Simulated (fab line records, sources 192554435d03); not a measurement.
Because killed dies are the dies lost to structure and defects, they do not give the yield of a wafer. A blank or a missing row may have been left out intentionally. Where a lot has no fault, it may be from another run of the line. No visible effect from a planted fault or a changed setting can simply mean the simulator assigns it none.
Code-filled problem report in 8D (eight disciplines) form || flow n5Finfet || the parts of the form that need people (team, actions taken, sign-off) are left out

1. WHAT IS WRONG
At N5_BEOL_M10_OCD_MEAS_38, trenchDepthNm averages 128.8 nm over 2 wafers from 2 lots, while fault-free wafers read 149.2 nm, standard deviation 2. Measured from the usual mean, that is -10 standard deviations.
First seen on wafer L626.6, day 13 12:07, on ocd-02. The record holds 16 wafers of 6 lots with a number at this step. By rule, "out" or "out of limits" means more than 4 standard deviations away from the usual mean. The other wafers with a number count as sound.

2. WHAT IT IS, WHAT IT ISN'T
{"question": "which readings at this step", "is": "trenchDepthNm", "is not": "-"}
{"question": "which lots", "is": "L626, L629", "is not": "L614, L617, L631, L636"}
{"question": "which wafers of those lots", "is": "L626.6, L629.5", "is not": "L626.3, L629.3"}
{"question": "read on which gauges", "is": "ocd-02", "is not": "ocd-01"}
{"question": "when", "is": "from day 13 12:07", "is not": "up to then (7 sound wafers); but 7 sound wafers of L629, L631, L636 came after"}

3. THE SUSPECTS, EACH WITH WHAT RULES IT OUT
Counting: any tool at a process step up to the reading remains a suspect provided it ran every lot that is out. Sound lots after the first of them don't rule it out here, since some wafers of a struck lot are sound.
- the gauge at N5_BEOL_M10_OCD_MEAS_38: ruled out. All the wafers that are out were read on ocd-02, but those of them that N5_BEOL_M10_TRENCH_ETCH_37 has rows for are out there too, on other tools.
- rieDiel-01 at N5_BEOL_M10_STRIP_67 (strips in CF4): kept. Ran every lot that is out, first one L626 (day 13 10:49); last sound lot up to then L617 (day 11 13:08).
- rieDiel-05 at N5_BEOL_M10_ETCH_66 (etches SOC in N2/H2, target depth 120 nm, overetch 24 nm, time 180 s): kept. Ran every lot that is out, first one L626 (day 13 11:42); last sound lot up to then L617 (day 11 14:49).
- rieDiel-05 at N5_BEOL_M10_TRENCH_ETCH_37 (etches SiCOH lowk in C4F6/O2, target depth 148.83 nm, time 48 s): kept. Ran every lot that is out, first one L626 (day 13 11:56); last sound lot up to then L617 (day 11 15:02). Out on those wafers are its own readings of runLengthS.
- rieDiel-05 at N5_BEOL_M10_ETCH_41 (etches SiCN in CH3F/O2, target depth 42.6 nm, time 86 s): kept. Ran every lot that is out, first one L626 (day 13 12:07); last sound lot up to then L617 (day 11 15:13). N5_BEOL_M10_ETCH_41: start missing for some lots; hours and lot order therefore follow N5_BEOL_M10_OCD_MEAS_38.
- In rieDiel-05 at N5_BEOL_M10_ETCH_66, the wafers that are out were processed in chamber 0 and their sound lot-mates in chambers 1, 3.
- In rieDiel-05 at N5_BEOL_M10_TRENCH_ETCH_37, the wafers that are out were processed in chamber 0 and their sound lot-mates in chambers 1, 3.
- In rieDiel-05 at N5_BEOL_M10_ETCH_41, the wafers that are out were processed in chamber 0 and their sound lot-mates in chambers 1, 3.
Left after counting: rieDiel-01 at N5_BEOL_M10_STRIP_67, rieDiel-05 at N5_BEOL_M10_ETCH_66, rieDiel-05 at N5_BEOL_M10_TRENCH_ETCH_37, rieDiel-05 at N5_BEOL_M10_ETCH_41.

4. THE CAUSE (what the simulator had put in)
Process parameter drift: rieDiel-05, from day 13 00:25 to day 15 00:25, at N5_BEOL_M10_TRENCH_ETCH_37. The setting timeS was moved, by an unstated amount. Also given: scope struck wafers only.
Of the 4 suspects that counting leaves, this tool is one.

5. THE EFFECT CHAIN, in route order
Each row: a reading where the mean over the struck wafers with a number is more than 3 standard deviations away from the usual. Only readings whose record carries a usual standard deviation are examined. hours: median over the lots of the time between each lot's start at the first step of this table that gives one and its start at this step. sigmas: the change, counted in usual standard deviations.
{"hours": 0, "step": "N5_BEOL_M10_TRENCH_ETCH_37", "reading": "runLengthS", "usual": "71.3 s", "on struck wafers": 65.1, "change": -6.2, "sigmas": -19}
{"hours": 0, "step": "N5_BEOL_M10_OCD_MEAS_38", "reading": "trenchDepthNm", "usual": "149.2 nm", "on struck wafers": 128.8, "change": -20.4, "sigmas": -10}
{"hours": 4, "step": "N5_BEOL_M10_THK_MEAS_53", "reading": "M10_THK", "usual": "140.2 nm", "on struck wafers": 119.3, "change": -20.9, "sigmas": -8.7}
{"hours": 4, "step": "N5_BEOL_M10_RS_MEAS_57", "reading": "M10_RS", "usual": "0.1502 ohm/sq", "on struck wafers": 0.1788, "change": "+0.0286", "sigmas": "+10"}
{"hours": 38, "step": "N5_BEOL_M15_RC_MEAS_101", "reading": "SERP_M10", "usual": "3.03 ohm/um", "on struck wafers": 3.55, "change": "+0.52", "sigmas": "+7.5"}
{"hours": 38, "step": "N5_BEOL_M15_RC_MEAS_101", "reading": "SERP_M10_max_site", "usual": "3.12 ohm/um", "on struck wafers": 3.63, "change": "+0.51", "sigmas": "+6.4"}
Process steps it contains:
- N5_BEOL_M10_TRENCH_ETCH_37: etches SiCOH lowk in C4F6/O2, target depth 148.83 nm, time 48 s.

6. HOW IT WOULD HAVE BEEN CAUGHT EARLIER
In this record the first reading out of limits at a measuring or inspecting step was taken at day 13 12:07, 12 hours after the fault began at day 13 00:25.
Tool's own readings at N5_BEOL_M10_TRENCH_ETCH_37, runLengthS: out on all struck wafers the step has rows for; an alarm limit on them would have tripped on the first.
Lots out: 2; of these, L629 started N5_BEOL_M10_TRENCH_ETCH_37 on rieDiel-05 after day 13 12:07. Had the tool been put on hold then, it would have been spared.
